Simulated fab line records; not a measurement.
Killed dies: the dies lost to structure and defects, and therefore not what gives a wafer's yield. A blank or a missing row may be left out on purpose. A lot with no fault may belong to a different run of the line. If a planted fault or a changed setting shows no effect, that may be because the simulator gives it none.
The tool behind it: which one? / flow n5 finfet / 11 lots with 33 wafers sampled at 2 steps, on a route of 1938 steps

WHAT THE GAUGES SHOWED, per wafer
N5_MIM_BOT_LITHO_OVL_MEAS_11.
lot=L702; measured=day 11 14:34; on=overlay-01; MIM_BOT_OVL (nm)=1 5 2
lot=L704; measured=day 11 22:27; on=overlay-01; MIM_BOT_OVL (nm)=-1 2 3
lot=L703; measured=day 12 02:14; on=overlay-02; MIM_BOT_OVL (nm)=0 3 -2
lot=L706; measured=day 12 20:47; on=overlay-02; MIM_BOT_OVL (nm)=-3 -12 -3
lot=L707; measured=day 13 12:15; on=overlay-02; MIM_BOT_OVL (nm)=-2 2 -4
lot=L709; measured=day 13 17:11; on=overlay-02; MIM_BOT_OVL (nm)=-5 -1 1
lot=L712; measured=day 14 02:49; on=overlay-01; MIM_BOT_OVL (nm)=-11 -10 -7
lot=L717; measured=day 15 10:55; on=overlay-01; MIM_BOT_OVL (nm)=-10 -9 -6
lot=L721; measured=day 17 07:20; on=overlay-01; MIM_BOT_OVL (nm)=512 516 517
lot=L722; measured=day 17 13:19; on=overlay-01; MIM_BOT_OVL (nm)=-1 -5 -8
lot=L724; measured=day 17 20:23; on=overlay-01; MIM_BOT_OVL (nm)=508 508 507

WHAT TOOL EACH LOT RAN ON (gives the tool, then ch and the chambers of the sampled wafers, and finally the start)
lot=L702; N5_MIM_BOT_LITHO_EXPOSE_05=krf scanner-02 ch 0, day 11 14:22
lot=L704; N5_MIM_BOT_LITHO_EXPOSE_05=krf scanner-02 ch 0, day 11 22:15
lot=L703; N5_MIM_BOT_LITHO_EXPOSE_05=krf scanner-01 ch 0, day 12 02:02
lot=L706; N5_MIM_BOT_LITHO_EXPOSE_05=krf scanner-01 ch 0, day 12 20:35
lot=L707; N5_MIM_BOT_LITHO_EXPOSE_05=krf scanner-01 ch 0, day 13 12:02
lot=L709; N5_MIM_BOT_LITHO_EXPOSE_05=krf scanner-01 ch 0, day 13 16:59
lot=L712; N5_MIM_BOT_LITHO_EXPOSE_05=krf scanner-02 ch 0, day 14 02:37
lot=L717; N5_MIM_BOT_LITHO_EXPOSE_05=krf scanner-02 ch 0, day 15 10:42
lot=L721; N5_MIM_BOT_LITHO_EXPOSE_05=krf scanner-02 ch 0, day 17 07:08
lot=L722; N5_MIM_BOT_LITHO_EXPOSE_05=krf scanner-01 ch 0, day 17 13:07
lot=L724; N5_MIM_BOT_LITHO_EXPOSE_05=krf scanner-02 ch 0, day 17 20:11
- N5_MIM_BOT_LITHO_EXPOSE_05: exposes mask MIM BOT.

THE ANSWER, worked out from the rows above alone
Rule: the usual values come from the lots themselves. Put in order of their means at a reading, lots are off if they are a third of the lots or fewer, leave a main group of 4 or more, and stand apart from it by a gap of 3 or more times the standard deviation of the main group's means; of several such gaps the widest counts. The tables above print the reading to a certain number of digits; a main group whose means all agree to those digits is not used. Also off: a lot with no number at a reading for which 4 or more lots have one. Where the step has rows for the other lots, those lots are counted as sound.
Off: L721, L724, at N5_MIM_BOT_LITHO_OVL_MEAS_11 (MIM_BOT_OVL). The main group has a mean of -3 nm with a standard deviation of 4.
A tool fits if, at a process step before that reading, it ran every lot that is off, and no sound lot after the first of them. Gauges at N5_MIM_BOT_LITHO_OVL_MEAS_11: tried the same way as those tools. One fits: N5_MIM_BOT_LITHO_EXPOSE_05 on krf scanner-02. Its last sound lot is L717 (day 15 10:42), its first lot that is off L721 (day 17 07:08): a fault that began between those two fits.

WHAT HAD BEEN PUT IN BY THE SIMULATOR
Scanner matching overlay: krf scanner-02, from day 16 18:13 on, at N5_MIM_BOT_LITHO_EXPOSE_05. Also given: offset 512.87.
Struck lots among those shown: L721, L724. The same result came from the rule above.
